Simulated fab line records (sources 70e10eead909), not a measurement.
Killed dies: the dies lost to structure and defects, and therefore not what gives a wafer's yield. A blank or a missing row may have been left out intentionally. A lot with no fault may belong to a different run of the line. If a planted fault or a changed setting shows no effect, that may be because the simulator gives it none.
fab line records    flow nand_harc
record: lots: 6  wafers: 18  last_day: 24
route steps=1159 shown A_ONON_D1@424 END@1159
lots with no fault: from the same line, run without faults
start_h: hours from the record's opening day to when the first of the lot's shown wafers began    wait_h: time in hours since the lot's previous step    " the same as in the row above    L1.1+2: a single row standing in for several wafers    - no value, or no start given    * or withheld: withheld    < > ~ a bound
route shown NAME@n: NAME is a module with steps in the file, n the number in the route of the first one    usual: mean/standard deviation of fault-free wafers    same: alike in all rows    chamber/n: place in a boat    sites: per-site readings    _std_site: their standard deviation    _edge_site: mean of outer sites minus mean of inner sites    radius_mm: for every site, how far away it sits from the centre of the wafer    mask NAME#n: copy n    behind: the tool/chamber that last shaped the wafer    hold: the reason the lot was held/the length of the hold in hours/how it ended    device: transistor that didn't switch, given as n, p or np    end of line: the route-end tests of the same wafers    for a step that has no rows: nothing shown but its recipe    killed: the dies lost at the first sort to structure and to defects; this is not the yield of the wafer    map: per-die view of a wafer (x killed, . not killed, _ where there is no die)
set.NAME: the setting the step ran with; set.NAME@STEP: the setting that earlier step ran with    model.NAME: the simulator's own value behind a step, which no gauge read
lots at selected steps of the route; one table per step, one row per wafer
services: a tool's chamber out of use, with start hour (start_h, from the record's first day; less than 0 if before it), hours out, and reason
== steps ==
step: NHARC_A_ONON_D1_DEP_00
recipe: target_thk_a: 10000  n2_flow_sccm: 2750  n2o_flow_sccm: 2000  nh3_flow_sccm: 500  sih4_flow_sccm: 210  temp_c: 400
step: NHARC_A_ONON_D1_THK_MEAS_02
recipe: thk_meas_gauge: ellipsometry
usual: thk_nm: 1003/8.5
lot.wafer  tool           chamber  start_h  wait_h  thk_nm
L950.3     film_metro-02  -        174.20   -       1007
L950.4     "              -        "        "       1009
L950.5     "              -        "        "       1006
L951.4     film_metro-02  -        174.22   -       1001
L951.5     "              -        "        "       1002
L951.6     "              -        "        "       1002
L960.3     film_metro-02  -        234.53   -       1002
L960.5     "              -        "        "       1000
L960.6     "              -        "        "       999
L959.3     film_metro-01  -        234.54   -       1003
L959.5     "              -        "        "       1004
L959.6     "              -        "        "       1006
L966.1     film_metro-02  -        274.05   -       1013
L966.3     "              -        "        "       1013
L966.5     "              -        "        "       1011
L969.2     film_metro-02  -        284.15   -       1008
L969.5     "              -        "        "       1006
L969.6     "              -        "        "       1007
step: NHARC_A_ONON_D1_DEP_03
recipe: target_thk_a: 10000  n2_flow_sccm: 2750  n2o_flow_sccm: 2000  nh3_flow_sccm: 500  sih4_flow_sccm: 210  temp_c: 400
step: NHARC_A_ONON_D1_THK_MEAS_05
recipe: thk_meas_gauge: ellipsometry
usual: thk_nm: 998/8.9
lot.wafer  tool           chamber  start_h  wait_h  thk_nm
L950.3     film_metro-01  -        174.78   -       1014
L950.4     "              -        "        "       1013
L950.5     "              -        "        "       1014
L951.4     film_metro-02  -        174.79   -       1000
L951.5     "              -        "        "       998
L951.6     "              -        "        "       999
L960.3     film_metro-01  -        235.10   -       1002
L960.5     "              -        "        "       1001
L960.6     "              -        "        "       1001
L959.3     film_metro-02  -        235.11   -       1003
L959.5     "              -        "        "       1002
L959.6     "              -        "        "       1002
L966.1     film_metro-02  -        274.61   -       989
L966.3     "              -        "        "       988
L966.5     "              -        "        "       988
L969.2     film_metro-01  -        284.71   -       998
L969.5     "              -        "        "       995
L969.6     "              -        "        "       996
step: NHARC_A_ONON_D1_DEP_06
recipe: target_thk_a: 10000  n2_flow_sccm: 2750  n2o_flow_sccm: 2000  nh3_flow_sccm: 500  sih4_flow_sccm: 210  temp_c: 400
step: NHARC_A_ONON_D1_THK_MEAS_08
recipe: thk_meas_gauge: ellipsometry
usual: thk_nm: 1000/11
lot.wafer  tool           chamber  start_h  wait_h  thk_nm
L950.3     film_metro-01  -        175.34   -       1005
L950.4     "              -        "        "       1006
L950.5     "              -        "        "       1006
L951.4     film_metro-02  -        175.36   -       1006
L951.5     "              -        "        "       1009
L951.6     "              -        "        "       1010
L960.3     film_metro-02  -        235.67   -       1010
L960.5     "              -        "        "       1010
L960.6     "              -        "        "       1010
L959.3     film_metro-01  -        235.67   -       1009
L959.5     "              -        "        "       1008
L959.6     "              -        "        "       1009
L966.1     film_metro-02  -        275.18   -       991
L966.3     "              -        "        "       994
L966.5     "              -        "        "       996
L969.2     film_metro-01  -        285.28   -       993
L969.5     "              -        "        "       993
L969.6     "              -        "        "       993
step: NHARC_A_ONON_D1_DEP_09
recipe: target_thk_a: 10000  n2_flow_sccm: 2750  n2o_flow_sccm: 2000  nh3_flow_sccm: 500  sih4_flow_sccm: 210  temp_c: 400
step: NHARC_A_ONON_D1_THK_MEAS_11
recipe: thk_meas_gauge: ellipsometry
usual: thk_nm: 1002/10
lot.wafer  tool           chamber  start_h  wait_h  thk_nm
L950.3     film_metro-01  -        175.91   -       1008
L950.4     "              -        "        "       1008
L950.5     "              -        "        "       1007
L951.4     film_metro-02  -        175.92   -       991
L951.5     "              -        "        "       991
L951.6     "              -        "        "       991
L960.3     film_metro-02  -        236.23   -       1008
L960.5     "              -        "        "       1011
L960.6     "              -        "        "       1009
L959.3     film_metro-01  -        236.24   -       1015
L959.5     "              -        "        "       1016
L959.6     "              -        "        "       1017
L966.1     film_metro-01  -        275.75   -       1016
L966.3     "              -        "        "       1016
L966.5     "              -        "        "       1015
L969.2     film_metro-01  -        285.84   -       1003
L969.5     "              -        "        "       1006
L969.6     "              -        "        "       1004
step: NHARC_A_ONON_D1_DEP_12
recipe: target_thk_a: 10000  n2_flow_sccm: 2750  n2o_flow_sccm: 2000  nh3_flow_sccm: 500  sih4_flow_sccm: 210  temp_c: 400
step: NHARC_A_ONON_D1_THK_MEAS_14
recipe: thk_meas_gauge: ellipsometry
usual: thk_nm: 1001/8.6
lot.wafer  tool           chamber  start_h  wait_h  thk_nm
L950.3     film_metro-02  -        176.47   -       1001
L950.4     "              -        "        "       999
L950.5     "              -        "        "       999
L951.4     film_metro-02  -        176.49   -       1000
L951.5     "              -        "        "       997
L951.6     "              -        "        "       998
L960.3     film_metro-01  -        236.79   -       1023
L960.5     "              -        "        "       1022
L960.6     "              -        "        "       1024
L959.3     film_metro-01  -        236.81   -       996
L959.5     "              -        "        "       996
L959.6     "              -        "        "       997
L966.1     film_metro-01  -        276.33   -       1013
L966.3     "              -        "        "       1013
L966.5     "              -        "        "       1012
L969.2     film_metro-01  -        286.41   -       1003
L969.5     "              -        "        "       1002
L969.6     "              -        "        "       1001
step: NHARC_A_ONON_D1_ANNEAL_15
recipe: temp_c: 750  time_s: 3600
step: NHARC_A_ONON_D1_DEP_16
recipe: target_thk_a: 10000  n2_flow_sccm: 2750  n2o_flow_sccm: 2000  nh3_flow_sccm: 500  sih4_flow_sccm: 210  temp_c: 400
lot.wafer   tool           chamber  start_h  wait_h
L950.3+4+5  pecvd_onon-03  0        183.22   0.2
L951.4+5+6  pecvd_onon-04  0        183.28   0.2
L960.3+5+6  pecvd_onon-03  0        243.45   0.2
L959.3+5+6  pecvd_onon-03  0        243.80   0.5
L966.1+3+5  pecvd_onon-02  0        285.12   0.1
L969.2+5+6  pecvd_onon-04  0        294.03   0.1
step: NHARC_A_ONON_D1_THK_MEAS_18
recipe: thk_meas_gauge: ellipsometry
usual: thk_nm: 1001/11
lot.wafer  tool           chamber  start_h  wait_h  thk_nm
L950.3     film_metro-01  -        183.61   -       1016
L950.4     "              -        "        "       1017
L950.5     "              -        "        "       1014
L951.4     film_metro-01  -        183.64   -       989
L951.5     "              -        "        "       987
L951.6     "              -        "        "       987
L960.3     film_metro-01  -        243.84   -       1680
L960.5     "              -        "        "       1003
L960.6     "              -        "        "       1682
L959.3     film_metro-01  -        244.22   -       1676
L959.5     "              -        "        "       1001
L959.6     "              -        "        "       1676
L966.1     film_metro-02  -        285.62   -       1004
L966.3     "              -        "        "       1004
L966.5     "              -        "        "       1003
L969.2     film_metro-02  -        294.49   -       999
L969.5     "              -        "        "       998
L969.6     "              -        "        "       996
step: NHARC_A_ONON_D1_DEP_19
recipe: target_thk_a: 10000  n2_flow_sccm: 2750  n2o_flow_sccm: 2000  nh3_flow_sccm: 500  sih4_flow_sccm: 210  temp_c: 400
step: NHARC_END_SORT_01
recipe: temp_c: 25
usual: killed_at_array: 26/9.6  killed_at_other: 0.7/0.92  killed_at_periphery: 3.8/2.7  killed_dies: 31/10  killed_open: 3.3/1.7  killed_short: 1.8/1.3
same: gross_dies: 677
lot.wafer  tool       chamber  start_h  wait_h  killed_at_array  killed_at_other  killed_at_periphery  killed_dies  killed_open  killed_short
L960.3     prober-01  0        507.32   3.1     675              0                2                    677          2            3
L960.6     prober-01  0        509.71   4.0     672              0                5                    677          6            0
L959.3     prober-02  0        507.38   3.1     675              1                1                    677          2            2
L959.6     prober-02  0        509.81   4.1     676              0                1                    677          1            3
killed by level:class
L960.3 A_ONON_D1:area_dep=655 A_WL_FILL:chamber_film_flake=4 A_CHANNEL_HOLE_D1:chamber_film_flake=3 A_CONTACT:chamber_film_flake=3 A_CHANNEL_FILL_D1:geometric_particle:short=2 P_M0:chamber_film_flake=2 A_CHANNEL_FILL_D1:chamber_film_flake=2 A_CHANNEL_FILL_D1:geometric_particle:open=1
L959.3 A_ONON_D1:area_dep=648 A_SLIT:chamber_film_flake=13 A_STAIRCASE:chamber_film_flake=6 A_CHANNEL_FILL_D1:chamber_film_flake=3 A_CHANNEL_HOLE_D1:chamber_film_flake=2 A_CHANNEL_HOLE_D1:geometric_particle:short=1 A_CONTACT:geometric_particle:open=1 A_BLC:geometric_particle:short=1
L960.6 A_ONON_D1:area_dep=654 A_CHANNEL_HOLE_D1:chamber_film_flake=5 P_M0:chamber_film_flake=3 A_CONTACT:chamber_film_flake=3 A_CONTACT:geometric_particle:open=2 A_WL_FILL:chamber_film_flake=2 P_M2:geometric_particle:open=1 A_CHANNEL_FILL_D1:geometric_particle:open=1
L959.6 A_ONON_D1:area_dep=649 A_SLIT:chamber_film_flake=12 A_STAIRCASE:chamber_film_flake=8 A_WL_FILL:geometric_particle:short=2 P_CONTACT:geometric_particle:open=1 A_CONTACT:geometric_particle:short=1 A_ZERO_WELL:chamber_film_flake=1 A_CHANNEL_HOLE_D1:chamber_film_flake=1
map L959.3 (x killed, . not)
____________x____________
_________xxxxxxx_________
_______xxxxxxxxxxx_______
______xxxxxxxxxxxxx______
_____xxxxxxxxxxxxxxx_____
____xxxxxxxxxxxxxxxxx____
____xxxxxxxxxxxxxxxxx____
___xxxxxxxxxxxxxxxxxxx___
___xxxxxxxxxxxxxxxxxxx___
__xxxxxxxxxxxxxxxxxxxxx__
__xxxxxxxxxxxxxxxxxxxxx__
_xxxxxxxxxxxxxxxxxxxxxxx_
_xxxxxxxxxxxxxxxxxxxxxxx_
_xxxxxxxxxxxxxxxxxxxxxxx_
_xxxxxxxxxxxxxxxxxxxxxxx_
_xxxxxxxxxxxxxxxxxxxxxxx_
xxxxxxxxxxxxxxxxxxxxxxxxx
xxxxxxxxxxxxxxxxxxxxxxxxx
xxxxxxxxxxxxxxxxxxxxxxxxx
xxxxxxxxxxxxxxxxxxxxxxxxx
xxxxxxxxxxxxxxxxxxxxxxxxx
_xxxxxxxxxxxxxxxxxxxxxxx_
_xxxxxxxxxxxxxxxxxxxxxxx_
_xxxxxxxxxxxxxxxxxxxxxxx_
_xxxxxxxxxxxxxxxxxxxxxxx_
_xxxxxxxxxxxxxxxxxxxxxxx_
__xxxxxxxxxxxxxxxxxxxxx__
__xxxxxxxxxxxxxxxxxxxxx__
___xxxxxxxxxxxxxxxxxxx___
___xxxxxxxxxxxxxxxxxxx___
____xxxxxxxxxxxxxxxxx____
____xxxxxxxxxxxxxxxxx____
_____xxxxxxxxxxxxxxx_____
______xxxxxxxxxxxxx______
_______xxxxxxxxxxx_______
_________xxxxxxx_________
____________x____________
map L960.3 (x killed, . not)
____________x____________
_________xxxxxxx_________
_______xxxxxxxxxxx_______
______xxxxxxxxxxxxx______
_____xxxxxxxxxxxxxxx_____
____xxxxxxxxxxxxxxxxx____
____xxxxxxxxxxxxxxxxx____
___xxxxxxxxxxxxxxxxxxx___
___xxxxxxxxxxxxxxxxxxx___
__xxxxxxxxxxxxxxxxxxxxx__
__xxxxxxxxxxxxxxxxxxxxx__
_xxxxxxxxxxxxxxxxxxxxxxx_
_xxxxxxxxxxxxxxxxxxxxxxx_
_xxxxxxxxxxxxxxxxxxxxxxx_
_xxxxxxxxxxxxxxxxxxxxxxx_
_xxxxxxxxxxxxxxxxxxxxxxx_
xxxxxxxxxxxxxxxxxxxxxxxxx
xxxxxxxxxxxxxxxxxxxxxxxxx
xxxxxxxxxxxxxxxxxxxxxxxxx
xxxxxxxxxxxxxxxxxxxxxxxxx
xxxxxxxxxxxxxxxxxxxxxxxxx
_xxxxxxxxxxxxxxxxxxxxxxx_
_xxxxxxxxxxxxxxxxxxxxxxx_
_xxxxxxxxxxxxxxxxxxxxxxx_
_xxxxxxxxxxxxxxxxxxxxxxx_
_xxxxxxxxxxxxxxxxxxxxxxx_
__xxxxxxxxxxxxxxxxxxxxx__
__xxxxxxxxxxxxxxxxxxxxx__
___xxxxxxxxxxxxxxxxxxx___
___xxxxxxxxxxxxxxxxxxx___
____xxxxxxxxxxxxxxxxx____
____xxxxxxxxxxxxxxxxx____
_____xxxxxxxxxxxxxxx_____
______xxxxxxxxxxxxx______
_______xxxxxxxxxxx_______
_________xxxxxxx_________
____________x____________
== services ==
tool           chamber  start_h  hours  kind
pecvd_onon-04  -        237.00   13.0   pm
pecvd_onon-02  -        292.03   13.0   pm
== key ==
first_sign: step: NHARC_A_ONON_D1_THK_MEAS_18  reading: thk_nm  direction: up  sigmas: 64  usual: 1001  struck: 1679
effect: step: NHARC_END_SORT_01  reading: killed_at_array  direction: up  sigmas: 68  usual: 26  struck: 674
more_kills_born_at: NHARC_A_ONON_D1_DEP_16@pecvd_onon-03: 2606
met_at NHARC_A_ONON_D1_DEP_16
struck_wafers L959.3,L959.6,L960.3,L960.6
later_rows_left_out L959.3,L959.6,L960.3,L960.6
tester_left_out L959,L960
onset_between 183.22 243.45
fault: kind: process_parameter_drift  tool: pecvd_onon-03  chamber: -  onset_h: 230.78  steps: NHARC_A_ONON_D1_DEP_16  channel: target_thk_a  offset: *  shape: step  end_h: 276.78  scope: struck_wafers_only  acts_in: *  stated: *
tester_left_out: of these lots the tester's yield and bins aren't shown, on N5 and GAA mostly nor the transistor test; their killed dies are dies lost to structure and defects alone, not to doping, threshold or leakage, so they don't give the yield
later_rows_left_out: the simulator's readings of these wafers behind a module that went badly wrong aren't trusted and aren't shown, but for the sort
